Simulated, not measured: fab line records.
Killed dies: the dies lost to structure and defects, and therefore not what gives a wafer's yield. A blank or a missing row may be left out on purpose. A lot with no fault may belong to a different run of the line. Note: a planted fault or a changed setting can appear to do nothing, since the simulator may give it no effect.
A lot that was struck, set against a sound lot | flow n5-finfet | 14 out of 1938 route steps
Sound: the wafers L844.1, L844.3. Struck: wafer L851.3 (left out: L851.1, L851.6 of the same lot, which were not struck); the cause appears at the end.
Per side, at each step with rows, come the tool, then ch with its chambers, and then its first start. Under that, the readings that differ: sound wafers | struck wafers | difference of the means | sigmas: that difference in standard deviations of wafers without a fault.
alike: words and numbers the same on both sides, and readings whose means are apart by under 2 such deviations; not compared: readings that were withheld, readings missing a value for some wafer, numbers with overlapping values and no deviation given by the record, and bounds like >300 which may hide the same value.
The two part at a step that has a row with sigmas, a row that says differs or no value, or rows on one side only. When numbers do not overlap yet have no deviation, they are printed without sigmas and do not part them. A reading that every wafer of one side lacks parts them only if that side has two wafers or more.

N5_MOL_CONTACT_COAG_SPUTTER_143: material Co, target thk 2.5 nm.
  sound on pvd-sputter-02, day 6 11:13; struck on pvd-sputter-01, day 8 00:16
  alike: substrate-temp-c, throttle-valve-pct
N5_MOL_CONTACT_COAG_CO_FILL_22: material Co, precursor CCTBA/H2, target thk 20 nm.
  sound on cvd-co-02 ch 0,1, day 6 11:20; struck on cvd-co-02 ch 2, day 8 00:23
  alike: heater-power-w
  not compared: since-wet-clean-h
then, 1 step without rows for these wafers: N5_MOL_CONTACT_COAG_ANNEAL_113 (time 300 s).
N5_MOL_CONTACT_COAG_PRE_CLEAN_142: time 60 s.
  sound on pvd-sputter-02, day 6 14:22; struck on pvd-sputter-02, day 8 03:34
  alike: heater-power-w
N5_MOL_CONTACT_COAG_SPUTTER_130: material Co, target thk 47.5 nm.
  sound on pvd-sputter-02, day 6 14:25; struck on pvd-sputter-02, day 8 03:37
  alike: substrate-temp-c, throttle-valve-pct
then, 2 steps without rows for these wafers: N5_MOL_CONTACT_COAG_PRECLEAN_125 (cleans in DIW, time 57.5 s); N5_MOL_CONTACT_COAG_SRD_126 (dry time 32 s).
N5_MOL_CONTACT_COAG_CMP_23: polishes, stops on SiO2, t overpolish 1.5 s, target thk 0 nm.
  sound on cmp-01 ch 0,1, day 6 14:56; struck on cmp-02 ch 3, day 8 03:52
  alike: edge-zone-pressure-frac, motor-current-A, overpolish-run-s, time-to-endpoint-s
then, 2 steps without rows for these wafers: N5_MOL_CONTACT_COAG_WET_ETCH_26 (target Co, target depth 13 nm); N5_MOL_CONTACT_COAG_WET_ETCH_116 (etches the open film in SC1-inhibited, target depth 4.6 nm, rinse time 30 s).
N5_MOL_CONTACT_COAG_ALD_27: deposits SiOC, target thk 17 nm, pulse time 1.5 s, time 2720 s.
  sound on ald-sin-04 ch 1,2, day 6 15:46; struck on ald-sin-04 ch 2, day 8 04:40
  reading               | sound         | struck | difference | sigmas
  run-length-s (s)      | 2769.2 2769.5 | 3248.3 | +479.0     | +99 or more
  since-wet-clean-h (h) | 37 37         | 74     | +37        |
  time-s (s)            | 2720 2720     | 3198.9 | +478.9     |
  alike: heater-power-w, precursor-pulse-height-rel
then, 1 step without rows for these wafers: N5_MOL_CONTACT_COAG_CMP_28 (polishes, stops on SiNx, t overpolish 0.85 s, target thk 14.522 nm).
-- a jump in the record: the struck wafers' starts before and after are 4 days apart (it breaks off in module MOL_CONTACT_COAG and resumes in module BEOL_M4, where the first step shown is number 1111 of the route) --
N5_BEOL_M4_RC_MEAS_101:
  sound on prober-02 ch 0, day 9 21:50; struck on prober-02 ch 0, day 11 23:03
  reading        | sound     | struck | difference | sigmas
  IOFF_P (nA/um) | 0.26 0.29 | 0.16   | -0.12      | -2
  ION_P (uA/um)  | 477 493   | 460    | -25        | -3
  VT_P (mV)      | -245 -242 | -254   | -10        | -3
  alike: DIBL_N, DIBL_P, IOFF_N, ION_N, SS_N, SS_P, VT_N
after that, 1 step had no rows for these wafers: N5_PASSIVATION_PROBE_49.

## WHERE THEY PART
Last at N5_BEOL_M4_RC_MEAS_101 as far as this record goes, first at N5_MOL_CONTACT_COAG_ALD_27.

WHY: what the simulator had put in
ald-sin-04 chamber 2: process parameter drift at N5_MOL_CONTACT_COAG_ALD_27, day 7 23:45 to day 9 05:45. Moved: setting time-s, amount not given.
